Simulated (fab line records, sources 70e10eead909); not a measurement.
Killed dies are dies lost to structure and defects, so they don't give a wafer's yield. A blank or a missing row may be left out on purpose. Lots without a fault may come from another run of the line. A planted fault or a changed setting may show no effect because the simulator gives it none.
Tool commonality check | flow nand_harc | 2 lots, 6 wafers sampled

WHY IT WAS OPENED
At NHARC_END_SORT_01 the reading killed_dies is flagged on 2 of 2 lots. Wafers without a fault read 58, standard deviation 20.
Rule: a lot is flagged when every wafer of it that has a number lies more than 4 standard deviations from that mean, or none has a number. The other lots count as sound.

lot  | measured     | on        | killed_dies, wafer by wafer | flag
L912 | day 31 02:01 | prober-02 | 677 677 677                 | FLAGGED
L911 | day 31 10:37 | prober-01 | 677 677 677                 | FLAGGED
The numbers of the flagged lots are 677 on average: +619 against the usual, or +31 standard deviations.

WHICH TOOL RAN EACH LOT
The record holds 3 process steps before the reading, out of a route of 1302 steps. In each cell: the tool, then ch and the chambers that the sampled wafers went through, then the start.
lot  | flag    | NHARC_A_CHANNEL_HOLE_D1_ETCH_33  | NHARC_A_CHANNEL_FILL_D1_ALD_16   | NHARC_A_DECK1_JOINT_CMP_02
L912 | FLAGGED | har_etch-01 ch 1, day 14 22:53   | ald_hk-02 ch 1,2,3, day 15 12:22 | cmp-03 ch 0,3, day 18 11:34
L911 | FLAGGED | har_etch-02 ch 0,1, day 14 21:20 | ald_hk-01 ch 0,1,3, day 15 12:19 | cmp-03 ch 0,1, day 18 11:25
What these steps do:
- NHARC_A_CHANNEL_HOLE_D1_ETCH_33: etches the open film in C4F8/O2/Ar, time 90 s, target depth 400 nm.
- NHARC_A_CHANNEL_FILL_D1_ALD_16: deposits SiO2, target thk 1.5 nm, pulse time 10 s, ald cycles 15.
- NHARC_A_DECK1_JOINT_CMP_02: polishes SiOx.
- NHARC_END_SORT_01

FLAGGED OVER TOTAL, TOOL BY TOOL (the gauges that took the reading come last)
step                            | tool        | lots run | flagged | share of the flagged lots | sound lots run after its first flagged lot
NHARC_A_CHANNEL_HOLE_D1_ETCH_33 | har_etch-01 | 1        | 1       | some                      | 0
NHARC_A_CHANNEL_HOLE_D1_ETCH_33 | har_etch-02 | 1        | 1       | some                      | 0
NHARC_A_CHANNEL_FILL_D1_ALD_16  | ald_hk-01   | 1        | 1       | some                      | 0
NHARC_A_CHANNEL_FILL_D1_ALD_16  | ald_hk-02   | 1        | 1       | some                      | 0
NHARC_A_DECK1_JOINT_CMP_02      | cmp-03      | 2        | 2       | all                       | 0
NHARC_END_SORT_01               | prober-01   | 1        | 1       | some                      | 0
NHARC_END_SORT_01               | prober-02   | 1        | 1       | some                      | 0

WHAT THE TABLE ALLOWS
1 row of the table ran every flagged lot: cmp-03 at NHARC_A_DECK1_JOINT_CMP_02.
- cmp-03 at NHARC_A_DECK1_JOINT_CMP_02: 2 of its 2 lots flagged. It ran no sound lot before its first flagged lot in this sample, so the start can't be narrowed down.
One tool is left: cmp-03 at NHARC_A_DECK1_JOINT_CMP_02.

WHAT THE SIMULATOR HAD PUT IN
Skipped step whole: cmp-03, from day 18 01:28 on, at NHARC_A_DECK1_JOINT_CMP_02. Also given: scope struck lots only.
Lots struck among those shown: L912, L911. The rule above found the same.
